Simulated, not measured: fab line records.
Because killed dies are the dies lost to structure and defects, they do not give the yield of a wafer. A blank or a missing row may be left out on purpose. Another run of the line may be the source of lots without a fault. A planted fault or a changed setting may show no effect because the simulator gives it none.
Which tool was responsible?	flow nand-harc	6 lots, 18 wafers sampled, at 5 steps of a route of 1159

== WHAT THE GAUGES SHOWED, per wafer ==
NHARC_END_SORT_01.
lot	measured	on	killed-short
L487	day 19 13:52	prober-02	1 3 1
L501	day 23 16:39	prober-02	4 2 3
L502	day 23 23:39	prober-02	2 1 2

== WHICH TOOL RAN EACH LOT (tool, then ch and the chambers of the sampled wafers, then the start) ==
lot	NHARC_P_M2_PRE_CLEAN_30	NHARC_P_M2_ECD_22	NHARC_P_M2_CMP_23	NHARC_P_BONDPAD_DEP_00
L487	pvd-sputter-03, day 6 22:02 or earlier	ecd-cu-02 ch 1, day 6 22:02	cmp-04 ch 0,1,2, day 6 22:46	pecvd-03 ch 2, day 6 23:45
L488	pvd-sputter-02, day 7 07:41 or earlier	ecd-cu-02 ch 0,1, day 7 07:41	cmp-02 ch 1,2,3, day 7 08:25	pecvd-03 ch 1,2, no start
L491	pvd-sputter-03, day 8 01:52 or earlier	ecd-cu-01 ch 0,1, day 8 01:52	cmp-03 ch 0,1,3, day 8 02:31	pecvd-01 ch 0,1,2, no start
L501	pvd-sputter-03, day 10 11:07 or earlier	ecd-cu-02 ch 0,1, day 10 11:07	cmp-04 ch 2,3, day 10 11:49	pecvd-02 ch 0,1,2, day 23 16:39 or earlier
L502	pvd-sputter-01, day 10 17:34 or earlier	ecd-cu-02 ch 0,1, day 10 17:34	cmp-03 ch 1,2,3, day 10 18:13	pecvd-03 ch 0,1,2, day 10 19:16
L503	pvd-sputter-02, day 11 00:35 or earlier	ecd-cu-01 ch 0,1, day 11 00:35	cmp-03 ch 0,1,2, day 11 01:15	pecvd-03 ch 0,2, day 11 02:19
- NHARC_P_M2_PRE_CLEAN_30: time 30 s.
- NHARC_P_M2_ECD_22: material Cu, target thk 400 nm.
- NHARC_P_M2_CMP_23: polishes, t overpolish 20 s, target thk 144.3 nm.
- NHARC_P_BONDPAD_DEP_00: deposits SiCN, target thk 250 nm.

== THE ANSWER, worked out from the rows above alone ==
Rule: usual is defined by the lots themselves. Put in order of their means at a reading, lots are off if they are a third of the lots or fewer, leave a main group of 4 or more, and stand apart from it by a gap of 3 or more times the standard deviation of the main group's means; of several such gaps the widest counts. A main group is skipped when, at the precision printed for the reading in the tables above, its means are all equal. A lot without any number at a reading at which 4 lots or more have one is off too. Any other lot the step has rows for is counted as sound.
No lot is off on any of the readings shown, so nothing can be concluded from this.

== WHAT THE SIMULATOR HAD PUT IN ==
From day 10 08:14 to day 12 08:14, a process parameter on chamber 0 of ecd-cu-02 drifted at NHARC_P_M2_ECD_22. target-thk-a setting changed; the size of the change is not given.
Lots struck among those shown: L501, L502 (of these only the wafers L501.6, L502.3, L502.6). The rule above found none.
